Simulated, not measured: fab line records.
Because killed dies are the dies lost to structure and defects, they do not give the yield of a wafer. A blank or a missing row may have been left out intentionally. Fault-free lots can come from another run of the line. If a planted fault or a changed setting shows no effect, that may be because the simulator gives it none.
What tool caused it? || flow nand harc || 24 lots with 72 wafers sampled at 5 steps, on a route of 1302 steps

== WHAT THE GAUGES SHOWED, per wafer ==
NHARC_A_SGD_CUT_INSPECT_11. Usual: raw defect count at 50, with a standard deviation of 33.
{"lot": "L074", "measured": "day 19 06:44", "on": "defect inspect-01", "raw defect count": "15 16 18", "flag": ""}
{"lot": "L076", "measured": "day 19 17:06", "on": "defect inspect-01", "raw defect count": "104 102 106", "flag": ""}
{"lot": "L075", "measured": "day 19 17:55", "on": "defect inspect-02", "raw defect count": "12 14 26", "flag": ""}
{"lot": "L077", "measured": "day 20 21:02", "on": "defect inspect-01", "raw defect count": "19 13 13", "flag": ""}
{"lot": "L078", "measured": "day 20 21:20", "on": "defect inspect-01", "raw defect count": "17 20 25", "flag": ""}
{"lot": "L080", "measured": "day 21 00:27", "on": "defect inspect-01", "raw defect count": "21 20 18", "flag": ""}
{"lot": "L079", "measured": "day 20 21:11", "on": "defect inspect-02", "raw defect count": "120 89 107", "flag": ""}
{"lot": "L082", "measured": "day 22 06:05", "on": "defect inspect-01", "raw defect count": "75 69 60", "flag": ""}
{"lot": "L081", "measured": "day 22 05:09", "on": "defect inspect-01", "raw defect count": "57 58 57", "flag": ""}
{"lot": "L083", "measured": "day 22 20:29", "on": "defect inspect-01", "raw defect count": "21 24 23", "flag": ""}
{"lot": "L085", "measured": "day 23 09:58", "on": "defect inspect-01", "raw defect count": "18 9 14", "flag": ""}
{"lot": "L084", "measured": "day 23 10:07", "on": "defect inspect-01", "raw defect count": "83 79 90", "flag": ""}
{"lot": "L086", "measured": "day 24 02:34", "on": "defect inspect-02", "raw defect count": "83 76 77", "flag": ""}
{"lot": "L087", "measured": "day 24 14:58", "on": "defect inspect-02", "raw defect count": "18 16 30", "flag": ""}
{"lot": "L088", "measured": "day 24 23:41", "on": "defect inspect-02", "raw defect count": "56 68 80", "flag": ""}
{"lot": "L089", "measured": "day 24 23:58", "on": "defect inspect-01", "raw defect count": "106 95 89", "flag": ""}
{"lot": "L090", "measured": "day 26 00:45", "on": "defect inspect-01", "raw defect count": "55 59 56", "flag": ""}
{"lot": "L092", "measured": "day 26 16:36", "on": "defect inspect-01", "raw defect count": "49 60 62", "flag": ""}
{"lot": "L091", "measured": "day 26 16:26", "on": "defect inspect-02", "raw defect count": "71 79 72", "flag": ""}
{"lot": "L093", "measured": "day 26 17:37", "on": "defect inspect-01", "raw defect count": "51 66 61", "flag": ""}
{"lot": "L094", "measured": "day 27 13:41", "on": "defect inspect-02", "raw defect count": "33 20 17", "flag": ""}
{"lot": "L095", "measured": "day 28 01:02", "on": "defect inspect-02", "raw defect count": "17 19 24", "flag": ""}
{"lot": "L097", "measured": "day 28 21:47", "on": "defect inspect-02", "raw defect count": "8 6 5", "flag": ""}
{"lot": "L096", "measured": "day 29 14:10", "on": "defect inspect-02", "raw defect count": "98 76 80", "flag": ""}

NHARC_A_SGD_CUT_INSPECT_25. Usual: raw defect count at 362, with a standard deviation of 71.
{"lot": "L074", "measured": "day 19 13:40", "on": "defect inspect-02", "raw defect count": "356 305 394", "flag": ""}
{"lot": "L076", "measured": "day 20 02:43", "on": "defect inspect-02", "raw defect count": "450 313 372", "flag": ""}
{"lot": "L075", "measured": "day 20 02:43", "on": "defect inspect-01", "raw defect count": "288 261 385", "flag": ""}
{"lot": "L077", "measured": "day 21 03:49", "on": "defect inspect-02", "raw defect count": "395 312 341", "flag": ""}
{"lot": "L078", "measured": "day 21 03:58", "on": "defect inspect-02", "raw defect count": "326 360 364", "flag": ""}
{"lot": "L080", "measured": "day 21 11:02", "on": "defect inspect-01", "raw defect count": "313 362 297", "flag": ""}
{"lot": "L079", "measured": "day 21 03:50", "on": "defect inspect-01", "raw defect count": "336 418 310", "flag": ""}
{"lot": "L082", "measured": "day 22 11:47", "on": "defect inspect-01", "raw defect count": "453 412 434", "flag": ""}
{"lot": "L081", "measured": "day 22 11:44", "on": "defect inspect-01", "raw defect count": "354 280 319", "flag": ""}
{"lot": "L083", "measured": "day 23 04:41", "on": "defect inspect-01", "raw defect count": "241 221 259", "flag": ""}
{"lot": "L085", "measured": "day 23 16:52", "on": "defect inspect-01", "raw defect count": "417 352 396", "flag": ""}
{"lot": "L084", "measured": "day 23 16:52", "on": "defect inspect-01", "raw defect count": "437 441 411", "flag": ""}
{"lot": "L086", "measured": "day 24 09:26", "on": "defect inspect-02", "raw defect count": "491 571 572", "flag": ""}
{"lot": "L087", "measured": "day 24 22:35", "on": "defect inspect-02", "raw defect count": "361 307 353", "flag": ""}
{"lot": "L088", "measured": "day 25 10:10", "on": "defect inspect-02", "raw defect count": "341 319 344", "flag": ""}
{"lot": "L089", "measured": "day 25 10:08", "on": "defect inspect-01", "raw defect count": "391 381 347", "flag": ""}
{"lot": "L090", "measured": "day 26 07:27", "on": "defect inspect-02", "raw defect count": "400 387 396", "flag": ""}
{"lot": "L092", "measured": "day 26 23:12", "on": "defect inspect-02", "raw defect count": "371 356 358", "flag": ""}
{"lot": "L091", "measured": "day 26 23:08", "on": "defect inspect-01", "raw defect count": "412 346 456", "flag": ""}
{"lot": "L093", "measured": "day 26 23:08", "on": "defect inspect-02", "raw defect count": "237 410 364", "flag": ""}
{"lot": "L094", "measured": "day 27 20:22", "on": "defect inspect-02", "raw defect count": "241 301 274", "flag": ""}
{"lot": "L095", "measured": "day 28 09:53", "on": "defect inspect-02", "raw defect count": "421 345 387", "flag": ""}
{"lot": "L097", "measured": "day 29 04:19", "on": "defect inspect-02", "raw defect count": "276 223 281", "flag": ""}
{"lot": "L096", "measured": "day 29 21:49", "on": "defect inspect-01", "raw defect count": "368 368 331", "flag": ""}

NHARC_A_SLIT_CD_MEAS_09 targets a cd of 300 nm. Usual: cd nm at 300.1 nm, with a standard deviation of 0.42.
{"lot": "L074", "measured": "day 19 18:31", "on": "cd sem-01", "cd nm (nm)": "300.8 300.3 299.9", "flag": ""}
{"lot": "L076", "measured": "day 20 07:43", "on": "cd sem-01", "cd nm (nm)": "299.9 299.9 300.2", "flag": ""}
{"lot": "L075", "measured": "day 20 07:34", "on": "cd sem-01", "cd nm (nm)": "300.1 300.6 300.9", "flag": ""}
{"lot": "L077", "measured": "day 21 09:33", "on": "cd sem-03", "cd nm (nm)": "300.6 299.9 300.3", "flag": ""}
{"lot": "L078", "measured": "day 21 13:17", "on": "cd sem-03", "cd nm (nm)": "300.3 300.0 300.6", "flag": ""}
{"lot": "L080", "measured": "day 21 18:23", "on": "cd sem-01", "cd nm (nm)": "300.6 299.7 300.0", "flag": ""}
{"lot": "L079", "measured": "day 21 09:43", "on": "cd sem-03", "cd nm (nm)": "299.8 300.0 299.8", "flag": ""}
{"lot": "L082", "measured": "day 22 16:45", "on": "cd sem-03", "cd nm (nm)": "299.8 300.2 300.2", "flag": ""}
{"lot": "L081", "measured": "day 22 16:35", "on": "cd sem-01", "cd nm (nm)": "299.9 300.4 300.0", "flag": ""}
{"lot": "L083", "measured": "day 23 11:02", "on": "cd sem-03", "cd nm (nm)": "300.7 300.5 299.6", "flag": ""}
{"lot": "L085", "measured": "day 23 22:16", "on": "cd sem-03", "cd nm (nm)": "299.9 299.8 299.3", "flag": ""}
{"lot": "L084", "measured": "day 23 22:58", "on": "cd sem-01", "cd nm (nm)": "300.1 299.7 299.7", "flag": ""}
{"lot": "L086", "measured": "day 24 16:47", "on": "cd sem-01", "cd nm (nm)": "299.7 300.0 300.3", "flag": ""}
{"lot": "L087", "measured": "day 25 03:19", "on": "cd sem-01", "cd nm (nm)": "300.7 299.7 300.1", "flag": ""}
{"lot": "L088", "measured": "day 25 18:43", "on": "cd sem-03", "cd nm (nm)": "299.9 300.1 300.0", "flag": ""}
{"lot": "L089", "measured": "day 25 16:28", "on": "cd sem-01", "cd nm (nm)": "299.7 301.0 301.6", "flag": ""}
{"lot": "L090", "measured": "day 26 17:47", "on": "cd sem-03", "cd nm (nm)": "300.3 299.5 299.8", "flag": ""}
{"lot": "L092", "measured": "day 27 04:52", "on": "cd sem-02", "cd nm (nm)": "299.7 299.9 300.9", "flag": ""}
{"lot": "L091", "measured": "day 27 04:09", "on": "cd sem-01", "cd nm (nm)": "299.3 299.9 299.9", "flag": ""}
{"lot": "L093", "measured": "day 27 03:59", "on": "cd sem-03", "cd nm (nm)": "300.7 300.2 300.7", "flag": ""}
{"lot": "L094", "measured": "day 28 01:10", "on": "cd sem-02", "cd nm (nm)": "299.8 299.4 299.7", "flag": ""}
{"lot": "L095", "measured": "day 28 14:46", "on": "cd sem-02", "cd nm (nm)": "300.8 300.4 300.4", "flag": ""}
{"lot": "L097", "measured": "day 29 10:10", "on": "cd sem-03", "cd nm (nm)": "299.8 300.2 300.0", "flag": ""}
{"lot": "L096", "measured": "day 30 02:50", "on": "cd sem-02", "cd nm (nm)": "299.7 299.8 299.4", "flag": ""}

== EACH LOT AND THE TOOL THAT RAN IT (in order: tool; ch and the chambers of the sampled wafers; start) ==
{"lot": "L074", "NHARC_A_STAIRCASE_DESCUM_312": "rie diel-06 ch 0,1,2, day 17 07:13", "NHARC_A_STAIRCASE_CMP_450": "cmp-04 ch 0,3, day 19 04:09"}
{"lot": "L076", "NHARC_A_STAIRCASE_DESCUM_312": "rie diel-09 ch 0,1,3, day 17 14:32", "NHARC_A_STAIRCASE_CMP_450": "cmp-03 ch 0,1,3, day 19 14:31"}
{"lot": "L075", "NHARC_A_STAIRCASE_DESCUM_312": "rie diel-09 ch 1,2,3, day 17 16:41", "NHARC_A_STAIRCASE_CMP_450": "cmp-04 ch 1,2, day 19 15:20"}
{"lot": "L077", "NHARC_A_STAIRCASE_DESCUM_312": "rie diel-09 ch 0,2,3, day 18 12:13", "NHARC_A_STAIRCASE_CMP_450": "cmp-01 ch 0,2,3, day 20 18:14"}
{"lot": "L078", "NHARC_A_STAIRCASE_DESCUM_312": "rie diel-01 ch 0,1,2, day 18 12:23", "NHARC_A_STAIRCASE_CMP_450": "cmp-04 ch 0,1,3, day 20 18:31"}
{"lot": "L080", "NHARC_A_STAIRCASE_DESCUM_312": "rie diel-09 ch 1,2,3, day 18 19:48", "NHARC_A_STAIRCASE_CMP_450": "cmp-03 ch 1,2, day 20 21:19"}
{"lot": "L079", "NHARC_A_STAIRCASE_DESCUM_312": "rie diel-06 ch 1,2,3, day 18 21:29", "NHARC_A_STAIRCASE_CMP_450": "cmp-03 ch 0,1,3, day 20 18:25"}
{"lot": "L082", "NHARC_A_STAIRCASE_DESCUM_312": "rie diel-09 ch 0,1,3, day 19 22:40", "NHARC_A_STAIRCASE_CMP_450": "cmp-01 ch 0,3, day 22 03:11"}
{"lot": "L081", "NHARC_A_STAIRCASE_DESCUM_312": "rie diel-01 ch 1,2,3, day 20 03:14", "NHARC_A_STAIRCASE_CMP_450": "cmp-03 ch 1,2,3, day 22 02:27"}
{"lot": "L083", "NHARC_A_STAIRCASE_DESCUM_312": "rie diel-06 ch 1,2, day 20 10:23", "NHARC_A_STAIRCASE_CMP_450": "cmp-03 ch 0,1,3, day 22 17:47"}
{"lot": "L085", "NHARC_A_STAIRCASE_DESCUM_312": "rie diel-09 ch 0,1,3, day 21 03:36", "NHARC_A_STAIRCASE_CMP_450": "cmp-04 ch 1,2,3, day 23 07:16"}
{"lot": "L084", "NHARC_A_STAIRCASE_DESCUM_312": "rie diel-01 ch 0,1,3, day 21 05:58", "NHARC_A_STAIRCASE_CMP_450": "cmp-03 ch 0,2,3, day 23 07:17"}
{"lot": "L086", "NHARC_A_STAIRCASE_DESCUM_312": "rie diel-06 ch 1,3, day 22 00:11", "NHARC_A_STAIRCASE_CMP_450": "cmp-04 ch 0,2, day 23 23:48"}
{"lot": "L087", "NHARC_A_STAIRCASE_DESCUM_312": "rie diel-09 ch 0,2,3, day 22 11:44", "NHARC_A_STAIRCASE_CMP_450": "cmp-01 ch 1,2,3, day 24 12:17"}
{"lot": "L088", "NHARC_A_STAIRCASE_DESCUM_312": "rie diel-06 ch 0,1, day 23 00:43", "NHARC_A_STAIRCASE_CMP_450": "cmp-01 ch 1,2, day 24 20:58"}
{"lot": "L089", "NHARC_A_STAIRCASE_DESCUM_312": "rie diel-06 ch 0,3, day 23 01:10", "NHARC_A_STAIRCASE_CMP_450": "cmp-04 ch 1,2,3, day 24 21:16"}
{"lot": "L090", "NHARC_A_STAIRCASE_DESCUM_312": "rie diel-09 ch 0,1,2, day 23 16:03", "NHARC_A_STAIRCASE_CMP_450": "cmp-01 ch 1,2,3, day 25 22:11"}
{"lot": "L092", "NHARC_A_STAIRCASE_DESCUM_312": "rie diel-01 ch 0,1,3, day 24 08:46", "NHARC_A_STAIRCASE_CMP_450": "cmp-03 ch 1,2,3, day 26 13:52"}
{"lot": "L091", "NHARC_A_STAIRCASE_DESCUM_312": "rie diel-09 ch 1,2,3, day 24 10:13", "NHARC_A_STAIRCASE_CMP_450": "cmp-01 ch 0,1, day 26 13:44"}
{"lot": "L093", "NHARC_A_STAIRCASE_DESCUM_312": "rie diel-09 ch 1,2,3, day 24 15:42", "NHARC_A_STAIRCASE_CMP_450": "cmp-01 ch 1,2,3, day 26 15:04"}
{"lot": "L094", "NHARC_A_STAIRCASE_DESCUM_312": "rie diel-01 ch 1,3, day 25 09:10", "NHARC_A_STAIRCASE_CMP_450": "cmp-01 ch 1,2,3, day 27 11:06"}
{"lot": "L095", "NHARC_A_STAIRCASE_DESCUM_312": "rie diel-06 ch 0,1, day 25 18:01", "NHARC_A_STAIRCASE_CMP_450": "cmp-04 ch 0,1, day 27 22:10"}
{"lot": "L097", "NHARC_A_STAIRCASE_DESCUM_312": "rie diel-06 ch 0,3, day 26 21:04", "NHARC_A_STAIRCASE_CMP_450": "cmp-01 ch 0,1,2, day 28 19:02"}
{"lot": "L096", "NHARC_A_STAIRCASE_DESCUM_312": "rie diel-01 ch 0,2,3, day 27 06:07", "NHARC_A_STAIRCASE_CMP_450": "cmp-03 ch 0,2,3, day 29 11:12"}
- NHARC_A_STAIRCASE_DESCUM_312: chemistry O2, time 3 s.
- NHARC_A_STAIRCASE_CMP_450: polishes SiO2, target thk 200 nm.

== AS READ BY THE TOOLS THEMSELVES (means over the sampled wafers that have a number; for cases with no such wafer, the mark the record gives instead) ==
NHARC_A_STAIRCASE_DESCUM_312. Usual: drypump motor current A 5.8 A, standard deviation 0.51; oes product au 1.000 a.u., standard deviation 0.0061; rf vpp V 57.6 V, standard deviation 0.98; showerhead plenum p Torr 1.90 Torr, standard deviation 0.098; throttle valve pct 11.311 %, standard deviation 0.0092.
{"lot": "L074", "tool": "rie diel-06", "drypump motor current A (A)": 5.9, "oes product au (a.u.)": 0.996, "rf vpp V (V)": 57.5, "showerhead plenum p Torr (Torr)": 1.89, "throttle valve pct (%)": 11.314, "flag": ""}
{"lot": "L076", "tool": "rie diel-09", "drypump motor current A (A)": 5.7, "oes product au (a.u.)": 1.000, "rf vpp V (V)": 57.4, "showerhead plenum p Torr (Torr)": 1.88, "throttle valve pct (%)": 11.313, "flag": ""}
{"lot": "L075", "tool": "rie diel-09", "drypump motor current A (A)": 5.7, "oes product au (a.u.)": 1.003, "rf vpp V (V)": 57.3, "showerhead plenum p Torr (Torr)": 1.97, "throttle valve pct (%)": 11.311, "flag": ""}
{"lot": "L077", "tool": "rie diel-09", "drypump motor current A (A)": 6.2, "oes product au (a.u.)": 0.994, "rf vpp V (V)": 57.1, "showerhead plenum p Torr (Torr)": 1.93, "throttle valve pct (%)": 11.303, "flag": ""}
{"lot": "L078", "tool": "rie diel-01", "drypump motor current A (A)": 5.5, "oes product au (a.u.)": 1.000, "rf vpp V (V)": 58.4, "showerhead plenum p Torr (Torr)": 1.94, "throttle valve pct (%)": 11.316, "flag": ""}
{"lot": "L080", "tool": "rie diel-09", "drypump motor current A (A)": 5.7, "oes product au (a.u.)": 0.993, "rf vpp V (V)": 58.0, "showerhead plenum p Torr (Torr)": 1.97, "throttle valve pct (%)": 11.307, "flag": ""}
{"lot": "L079", "tool": "rie diel-06", "drypump motor current A (A)": 6.1, "oes product au (a.u.)": 0.997, "rf vpp V (V)": 57.3, "showerhead plenum p Torr (Torr)": 1.88, "throttle valve pct (%)": 11.303, "flag": ""}
{"lot": "L082", "tool": "rie diel-09", "drypump motor current A (A)": 5.7, "oes product au (a.u.)": 1.000, "rf vpp V (V)": 57.6, "showerhead plenum p Torr (Torr)": 1.88, "throttle valve pct (%)": 11.313, "flag": ""}
{"lot": "L081", "tool": "rie diel-01", "drypump motor current A (A)": 5.7, "oes product au (a.u.)": 1.000, "rf vpp V (V)": 57.6, "showerhead plenum p Torr (Torr)": 1.92, "throttle valve pct (%)": 11.312, "flag": ""}
{"lot": "L083", "tool": "rie diel-06", "drypump motor current A (A)": 6.2, "oes product au (a.u.)": 0.999, "rf vpp V (V)": 57.8, "showerhead plenum p Torr (Torr)": 1.95, "throttle valve pct (%)": 11.310, "flag": ""}
{"lot": "L085", "tool": "rie diel-09", "drypump motor current A (A)": 5.7, "oes product au (a.u.)": 0.997, "rf vpp V (V)": 57.8, "showerhead plenum p Torr (Torr)": 1.88, "throttle valve pct (%)": 11.305, "flag": ""}
{"lot": "L084", "tool": "rie diel-01", "drypump motor current A (A)": 5.5, "oes product au (a.u.)": 1.002, "rf vpp V (V)": 57.2, "showerhead plenum p Torr (Torr)": 1.86, "throttle valve pct (%)": 11.315, "flag": ""}
{"lot": "L086", "tool": "rie diel-06", "drypump motor current A (A)": 5.9, "oes product au (a.u.)": 1.008, "rf vpp V (V)": 56.7, "showerhead plenum p Torr (Torr)": 1.80, "throttle valve pct (%)": 11.305, "flag": ""}
{"lot": "L087", "tool": "rie diel-09", "drypump motor current A (A)": 6.2, "oes product au (a.u.)": 1.001, "rf vpp V (V)": 58.3, "showerhead plenum p Torr (Torr)": 1.92, "throttle valve pct (%)": 11.300, "flag": ""}
{"lot": "L088", "tool": "rie diel-06", "drypump motor current A (A)": 5.5, "oes product au (a.u.)": 1.005, "rf vpp V (V)": 57.1, "showerhead plenum p Torr (Torr)": 1.81, "throttle valve pct (%)": 11.317, "flag": ""}
{"lot": "L089", "tool": "rie diel-06", "drypump motor current A (A)": 5.3, "oes product au (a.u.)": 0.998, "rf vpp V (V)": 57.6, "showerhead plenum p Torr (Torr)": 1.80, "throttle valve pct (%)": 11.312, "flag": ""}
{"lot": "L090", "tool": "rie diel-09", "drypump motor current A (A)": 5.6, "oes product au (a.u.)": 1.002, "rf vpp V (V)": 58.1, "showerhead plenum p Torr (Torr)": 1.92, "throttle valve pct (%)": 11.308, "flag": ""}
{"lot": "L092", "tool": "rie diel-01", "drypump motor current A (A)": 5.6, "oes product au (a.u.)": 1.004, "rf vpp V (V)": 56.8, "showerhead plenum p Torr (Torr)": 1.85, "throttle valve pct (%)": 11.313, "flag": ""}
{"lot": "L091", "tool": "rie diel-09", "drypump motor current A (A)": 5.8, "oes product au (a.u.)": 1.003, "rf vpp V (V)": 58.0, "showerhead plenum p Torr (Torr)": 1.96, "throttle valve pct (%)": 11.311, "flag": ""}
{"lot": "L093", "tool": "rie diel-09", "drypump motor current A (A)": 5.7, "oes product au (a.u.)": 1.005, "rf vpp V (V)": 57.6, "showerhead plenum p Torr (Torr)": 1.96, "throttle valve pct (%)": 11.316, "flag": ""}
{"lot": "L094", "tool": "rie diel-01", "drypump motor current A (A)": 5.7, "oes product au (a.u.)": 0.995, "rf vpp V (V)": 56.9, "showerhead plenum p Torr (Torr)": 1.83, "throttle valve pct (%)": 11.314, "flag": ""}
{"lot": "L095", "tool": "rie diel-06", "drypump motor current A (A)": 5.5, "oes product au (a.u.)": 0.997, "rf vpp V (V)": 57.4, "showerhead plenum p Torr (Torr)": 1.80, "throttle valve pct (%)": 11.318, "flag": ""}
{"lot": "L097", "tool": "rie diel-06", "drypump motor current A (A)": 5.5, "oes product au (a.u.)": 1.005, "rf vpp V (V)": 57.2, "showerhead plenum p Torr (Torr)": 1.78, "throttle valve pct (%)": 11.304, "flag": ""}
{"lot": "L096", "tool": "rie diel-01", "drypump motor current A (A)": 5.6, "oes product au (a.u.)": 0.999, "rf vpp V (V)": 57.8, "showerhead plenum p Torr (Torr)": 1.89, "throttle valve pct (%)": 11.317, "flag": ""}

NHARC_A_STAIRCASE_CMP_450. Usual: motor current A at 13.0 A, with a standard deviation of 1.3.
{"lot": "L074", "tool": "cmp-04", "motor current A (A)": 13.7, "flag": ""}
{"lot": "L076", "tool": "cmp-03", "motor current A (A)": 11.4, "flag": ""}
{"lot": "L075", "tool": "cmp-04", "motor current A (A)": 13.3, "flag": ""}
{"lot": "L077", "tool": "cmp-01", "motor current A (A)": 13.9, "flag": ""}
{"lot": "L078", "tool": "cmp-04", "motor current A (A)": 13.0, "flag": ""}
{"lot": "L080", "tool": "cmp-03", "motor current A (A)": 12.8, "flag": ""}
{"lot": "L079", "tool": "cmp-03", "motor current A (A)": 11.7, "flag": ""}
{"lot": "L082", "tool": "cmp-01", "motor current A (A)": 14.1, "flag": ""}
{"lot": "L081", "tool": "cmp-03", "motor current A (A)": 12.3, "flag": ""}
{"lot": "L083", "tool": "cmp-03", "motor current A (A)": 11.8, "flag": ""}
{"lot": "L085", "tool": "cmp-04", "motor current A (A)": 13.2, "flag": ""}
{"lot": "L084", "tool": "cmp-03", "motor current A (A)": 13.2, "flag": ""}
{"lot": "L086", "tool": "cmp-04", "motor current A (A)": 13.3, "flag": ""}
{"lot": "L087", "tool": "cmp-01", "motor current A (A)": 12.5, "flag": ""}
{"lot": "L088", "tool": "cmp-01", "motor current A (A)": 11.9, "flag": ""}
{"lot": "L089", "tool": "cmp-04", "motor current A (A)": 13.4, "flag": ""}
{"lot": "L090", "tool": "cmp-01", "motor current A (A)": 12.3, "flag": ""}
{"lot": "L092", "tool": "cmp-03", "motor current A (A)": 12.2, "flag": ""}
{"lot": "L091", "tool": "cmp-01", "motor current A (A)": 14.2, "flag": ""}
{"lot": "L093", "tool": "cmp-01", "motor current A (A)": 12.9, "flag": ""}
{"lot": "L094", "tool": "cmp-01", "motor current A (A)": 12.4, "flag": ""}
{"lot": "L095", "tool": "cmp-04", "motor current A (A)": 12.6, "flag": ""}
{"lot": "L097", "tool": "cmp-01", "motor current A (A)": 13.7, "flag": ""}
{"lot": "L096", "tool": "cmp-03", "motor current A (A)": 12.6, "flag": ""}

== THE ANSWER, worked out from the rows above alone ==
Rule: a lot is off if the mean of its wafers that have a number lies more than 3 standard deviations from the usual mean. Also off: a lot with no number at a reading for which 4 or more lots have one. Where the step has rows for the other lots, those lots are counted as sound. After the gauges, taken in route order, come the tools' own readings; for these a lot's mean is taken, as printed above. At the first step where some lot is off, the reading lying furthest off is the one used; lots without a number count as furthest.
No lot is off on any of the readings shown, so nothing can be concluded from this.

== WHAT THE SIMULATOR PUT IN ==
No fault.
